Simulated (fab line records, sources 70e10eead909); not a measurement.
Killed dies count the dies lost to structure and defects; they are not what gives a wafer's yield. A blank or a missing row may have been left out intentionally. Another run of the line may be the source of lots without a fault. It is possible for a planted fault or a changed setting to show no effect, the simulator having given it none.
Which tool was responsible? | flow nand_harc | 36 wafers sampled from 12 lots at 1 step of a route of 1302

WHAT THE GAUGES READ, wafer by wafer
NHARC_A_M1_CD_MEAS_16. Usual: 119.6 nm for cd_nm, sd 1.1.
lot  | measured     | on        | cd_nm (nm)        | flag
L681 | day 23 03:47 | cd_sem-01 | 120.7 120.2 120.0 |
L683 | day 23 18:40 | cd_sem-03 | 120.5 120.9 118.7 |
L684 | day 23 23:26 | cd_sem-03 | 120.7 120.5 122.1 |
L685 | day 24 01:34 | cd_sem-02 | 120.4 120.6 120.3 |
L687 | day 25 06:22 | cd_sem-03 | 118.2 119.9 121.4 |
L688 | day 26 07:08 | cd_sem-01 | 117.7 119.8 119.4 |
L695 | day 28 15:22 | cd_sem-03 | 120.1 119.5 120.1 |
L696 | day 28 19:12 | cd_sem-03 | 120.8 118.5 118.2 |
L699 | day 30 07:10 | cd_sem-02 | 117.6 119.2 118.0 |
L700 | day 31 05:09 | cd_sem-03 | 120.8 119.3 117.8 |
L702 | day 31 10:20 | cd_sem-02 | 118.4 119.2 118.6 |
L703 | day 31 13:00 | cd_sem-01 | 118.9 119.7 119.6 |

WHICH TOOL RAN EACH LOT (tool, then ch and the chambers of the sampled wafers, then the start)
No process step before these readings appears in the record.

WHAT THE TOOLS THEMSELVES READ (means of the sampled wafers that have a number; where no wafer has one, the mark that the record gives instead)
The record holds no such reading with a usual standard deviation.

THE ANSWER, worked out from the rows above alone
Rule: a lot is off if the mean of its wafers that have a number lies more than 3 standard deviations from the usual mean. Also off: a lot with no number at a reading for which 4 or more lots have one. Where the step has rows for the other lots, those lots are counted as sound. Order of review: gauges by route order, followed by the tools' own readings, for which a lot's mean as printed above is used. The first step at which some lot is off is used, and at that step the reading that is off furthest; a lot without a number counts as furthest.
No lot is off at any reading shown: from this, nothing can be told.

WHAT THE SIMULATOR HAD PUT IN
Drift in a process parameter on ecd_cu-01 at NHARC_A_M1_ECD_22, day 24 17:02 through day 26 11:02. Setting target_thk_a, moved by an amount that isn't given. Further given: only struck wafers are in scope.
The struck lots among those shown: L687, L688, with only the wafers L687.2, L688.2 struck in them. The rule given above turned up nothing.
